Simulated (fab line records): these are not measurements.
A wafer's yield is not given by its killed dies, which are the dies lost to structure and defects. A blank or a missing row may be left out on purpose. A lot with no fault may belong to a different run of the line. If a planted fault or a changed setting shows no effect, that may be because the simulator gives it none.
Matching of chambers + flow n5 finfet + N5_BEOL_M6_DESCUM_16 on rie diel-01 has 3 sister chambers
The step chemistry O2, time 7.9 s. 16 wafers are shown with their chamber, then 6 later ones without.

WAFERS WITH THEIR CHAMBER
| wafer  | chamber | drypump motor current A (A) | showerhead plenum p Torr (Torr) | throttle valve pct (%) |
|--------|---------|-----------------------------|---------------------------------|------------------------|
| L075.1 | 3       | 6.3                         | 2.05                            | 20.50                  |
| L075.4 | 2       | 5.3                         | 2.23                            | 20.32                  |
| L075.5 | 2       | 5.4                         | 2.23                            | 20.30                  |
| L079.4 | 3       | 6.3                         | 2.05                            | 20.52                  |
| L079.5 | 2       | 5.3                         | 2.22                            | 20.32                  |
| L079.6 | 3       | 6.3                         | 2.05                            | 20.51                  |
| L083.1 | 3       | 6.3                         | 2.04                            | 20.52                  |
| L083.4 | 3       | 6.3                         | 2.04                            | 20.51                  |
| L083.6 | 1       | 5.1                         | 2.21                            | 20.39                  |
| L086.1 | 3       | 6.3                         | 2.04                            | 20.52                  |
| L086.4 | 1       | 5.1                         | 2.21                            | 20.40                  |
| L086.5 | 2       | 5.3                         | 2.22                            | 20.35                  |
| L090.1 | 1       | 5.1                         | 2.21                            | 20.40                  |
| L090.5 | 1       | 5.1                         | 2.21                            | 20.41                  |
| L090.6 | 2       | 5.3                         | 2.21                            | 20.36                  |
| L092.2 | 3       | 6.3                         | 2.04                            | 20.55                  |

SIGNATURES (averages over the wafers above)
| reading                  | chamber 1 | chamber 2 | chamber 3 | scatter within a chamber |
|--------------------------|-----------|-----------|-----------|--------------------------|
| drypump motor current A  | 5.100     | 5.320     | 6.300     | 0.0248                   |
| showerhead plenum p Torr | 2.2100    | 2.2220    | 2.0443    | 0.00589                  |
| throttle valve pct       | 20.4000   | 20.3300   | 20.5186   | 0.0177                   |
Rule: for each reading, subtract the chamber's mean from the wafer's reading, divide by that reading's scatter and square the result; add these up over the readings and take the root, which gives the wafer's distance from the chamber. The wafer belongs to the nearest chamber; if the next one is less than 2 further off, it can't be placed. The scatter is the square root of a quotient: the sum, over the shown wafers, of each reading's squared deviation from its chamber's mean, divided by wafers minus chambers.

WAFERS WITH NO CHAMBER GIVEN
| wafer  | drypump motor current A (A) | showerhead plenum p Torr (Torr) | throttle valve pct (%) |
|--------|-----------------------------|---------------------------------|------------------------|
| L092.4 | 5.3                         | 2.21                            | 20.38                  |
| L092.5 | 5.1                         | 2.21                            | 20.42                  |
| L094.2 | 5.1                         | 2.20                            | 20.43                  |
| L094.4 | 5.4                         | 2.21                            | 20.37                  |
| L097.1 | 6.3                         | 2.03                            | 20.57                  |
| L097.5 | 5.1                         | 2.20                            | 20.44                  |

THE CHAMBER EACH PASSED THROUGH
| wafer  | from the rows above | in truth |
|--------|---------------------|----------|
| L092.4 | 2                   | 2        |
| L092.5 | 1                   | 1        |
| L094.2 | 1                   | 1        |
| L094.4 | 2                   | 2        |
| L097.1 | 3                   | 3        |
| L097.5 | 1                   | 1        |
Placed correctly: 6 of 6. Can't be placed from these rows: 0. 0 placed wrongly.
